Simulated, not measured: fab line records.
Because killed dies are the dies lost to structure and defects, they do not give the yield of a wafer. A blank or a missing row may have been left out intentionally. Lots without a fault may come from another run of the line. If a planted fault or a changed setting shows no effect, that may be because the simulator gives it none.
Which tool was responsible? + flow nand-harc + Sampling: 24 lots, 72 wafers, 3 of 1302 route steps

WHAT THE GAUGES READ, wafer by wafer
NHARC_A_CONTACT_INSPECT_10.
| lot  | measured     | on                | raw-defect-count |
|------|--------------|-------------------|------------------|
| L075 | day 22 04:07 | defect-inspect-01 | 68 88 74         |
| L074 | day 22 06:35 | defect-inspect-01 | 123 122 107      |
| L076 | day 22 20:45 | defect-inspect-01 | 108 101 107      |
| L078 | day 23 22:01 | defect-inspect-02 | 114 130 112      |
| L077 | day 23 23:43 | defect-inspect-01 | 58 71 67         |
| L079 | day 24 14:54 | defect-inspect-01 | 114 98 108       |
| L081 | day 25 06:37 | defect-inspect-01 | 31 48 36         |
| L082 | day 25 18:26 | defect-inspect-01 | 66 79 81         |
| L080 | day 25 20:42 | defect-inspect-02 | 121 107 112      |
| L083 | day 26 02:42 | defect-inspect-01 | 66 67 77         |
| L084 | day 26 09:44 | defect-inspect-01 | 102 76 73        |
| L087 | day 27 01:03 | defect-inspect-01 | 132 144 136      |
| L086 | day 27 01:21 | defect-inspect-01 | 61 55 68         |
| L085 | day 27 07:27 | defect-inspect-01 | 81 76 85         |
| L090 | day 28 16:18 | defect-inspect-01 | 72 70 60         |
| L089 | day 28 17:41 | defect-inspect-01 | 53 72 69         |
| L091 | day 29 03:28 | defect-inspect-01 | 73 69 68         |
| L088 | day 29 09:14 | defect-inspect-02 | 109 106 92       |
| L094 | day 30 01:05 | defect-inspect-02 | 89 131 124       |
| L092 | day 30 02:56 | defect-inspect-01 | 68 78 79         |
| L093 | day 31 05:21 | defect-inspect-01 | 106 104 99       |
| L096 | day 31 06:58 | defect-inspect-01 | 58 73 59         |
| L095 | day 31 12:32 | defect-inspect-02 | 67 94 96         |
| L097 | day 31 22:55 | defect-inspect-01 | 80 71 59         |

WHAT TOOL EACH LOT RAN ON (gives the tool, then ch and the chambers of the sampled wafers, and finally the start)
| lot  | NHARC_A_CONTACT_ETCH_133             | NHARC_A_CONTACT_DEP_85          |
|------|--------------------------------------|---------------------------------|
| L075 | har-cap-etch-03 ch 0,1, day 21 22:56 | pecvd-04 ch 0,1,2, day 22 03:18 |
| L074 | har-cap-etch-02 ch 0,1, day 22 02:03 | pecvd-04 ch 1,2, day 22 05:47   |
| L076 | har-cap-etch-01 ch 0,1, day 22 16:16 | pecvd-02 ch 1,2, day 22 19:54   |
| L078 | har-cap-etch-02 ch 0,1, day 23 17:07 | pecvd-04 ch 0,2, day 23 21:09   |
| L077 | har-cap-etch-03 ch 0,1, day 23 19:05 | pecvd-02 ch 0,1, day 23 22:54   |
| L079 | har-cap-etch-01 ch 0,1, day 24 07:02 | pecvd-02 ch 0,1,2, day 24 14:07 |
| L081 | har-cap-etch-01 ch 0,1, day 24 22:16 | pecvd-03 ch 0,1,2, day 25 05:46 |
| L082 | har-cap-etch-03 ch 0,1, day 25 13:36 | pecvd-04 ch 0,2, day 25 17:46   |
| L080 | har-cap-etch-02 ch 0,1, day 25 16:22 | pecvd-04 ch 0,1,2, day 25 20:04 |
| L083 | har-cap-etch-03 ch 0,1, day 25 21:35 | pecvd-03 ch 0,1, day 26 01:56   |
| L084 | har-cap-etch-02 ch 0,1, day 26 03:04 | pecvd-02 ch 1,2, day 26 09:01   |
| L087 | har-cap-etch-01 ch 0,1, day 26 16:53 | pecvd-02 ch 0,1,2, day 27 00:14 |
| L086 | har-cap-etch-03 ch 0,1, day 26 19:44 | pecvd-03 ch 1,2, day 27 00:34   |
| L085 | har-cap-etch-02 ch 0,1, day 27 02:58 | pecvd-04 ch 0,1,2, day 27 06:38 |
| L090 | har-cap-etch-03 ch 1, day 28 11:45   | pecvd-03 ch 0,1, day 28 15:26   |
| L089 | har-cap-etch-01 ch 0,1, day 28 13:11 | pecvd-04 ch 0,1, day 28 16:55   |
| L091 | har-cap-etch-01 ch 0,1, day 28 20:26 | pecvd-03 ch 1,2, day 29 02:37   |
| L088 | har-cap-etch-03 ch 1, day 29 00:36   | pecvd-03 ch 0,1,2, day 29 08:34 |
| L094 | har-cap-etch-01 ch 0,1, day 29 20:40 | pecvd-04 ch 0,1,2, day 30 00:22 |
| L092 | har-cap-etch-02 ch 0,1, day 29 21:24 | pecvd-04 ch 0,1,2, day 30 02:06 |
| L093 | har-cap-etch-02 ch 0,1, day 30 21:05 | pecvd-02 ch 0,1, day 31 04:32   |
| L096 | har-cap-etch-03 ch 0,1, day 31 01:17 | pecvd-04 ch 1,2, day 31 06:10   |
| L095 | har-cap-etch-02 ch 0,1, day 31 07:10 | pecvd-04 ch 1,2, day 31 11:45   |
| L097 | har-cap-etch-02 ch 0,1, day 31 13:38 | pecvd-03 ch 1,2, day 31 22:01   |
- NHARC_A_CONTACT_ETCH_133: etches the open film in C4F8/O2/Ar, time 374 s, target depth 1610 nm.
- NHARC_A_CONTACT_DEP_85: deposits SiON, target thk 60 nm.

WHAT THE TOOLS THEMSELVES READ (means of the sampled wafers that have a number; where no wafer has one, the mark that the record gives instead)
NHARC_A_CONTACT_DEP_85.
| lot  | tool     | heater-power-w (W) |
|------|----------|--------------------|
| L075 | pecvd-04 | 798                |
| L074 | pecvd-04 | 781                |
| L076 | pecvd-02 | 710                |
| L078 | pecvd-04 | 727                |
| L077 | pecvd-02 | 719                |
| L079 | pecvd-02 | 722                |
| L081 | pecvd-03 | 759                |
| L082 | pecvd-04 | 746                |
| L080 | pecvd-04 | 805                |
| L083 | pecvd-03 | 665                |
| L084 | pecvd-02 | 839                |
| L087 | pecvd-02 | 764                |
| L086 | pecvd-03 | 806                |
| L085 | pecvd-04 | 776                |
| L090 | pecvd-03 | 743                |
| L089 | pecvd-04 | 771                |
| L091 | pecvd-03 | 769                |
| L088 | pecvd-03 | 754                |
| L094 | pecvd-04 | 732                |
| L092 | pecvd-04 | 732                |
| L093 | pecvd-02 | 747                |
| L096 | pecvd-04 | 835                |
| L095 | pecvd-04 | 795                |
| L097 | pecvd-03 | 760                |

THE ANSWER, worked out from the rows above alone
Rule: usual is defined by the lots themselves. The widest of any qualifying gaps counts: lots, ordered by their means at a reading, are off when they make up no more than a third of the lots, leave a main group of 4 or more, and stand apart from it by 3 or more times the standard deviation of that group's means. Not used: any main group whose means are identical at the precision the tables above print for the reading. Also off: a lot with no number at a reading for which 4 or more lots have one. Where the step has rows for the other lots, those lots are counted as sound. Order of review: gauges by route order, followed by the tools' own readings, for which a lot's mean as printed above is used. The first step at which some lot is off is used, and at that step the reading that is off furthest; a lot without a number counts as furthest.
No lot is off on any of the readings shown, so nothing can be concluded from this.

WHAT THE SIMULATOR HAD PUT IN
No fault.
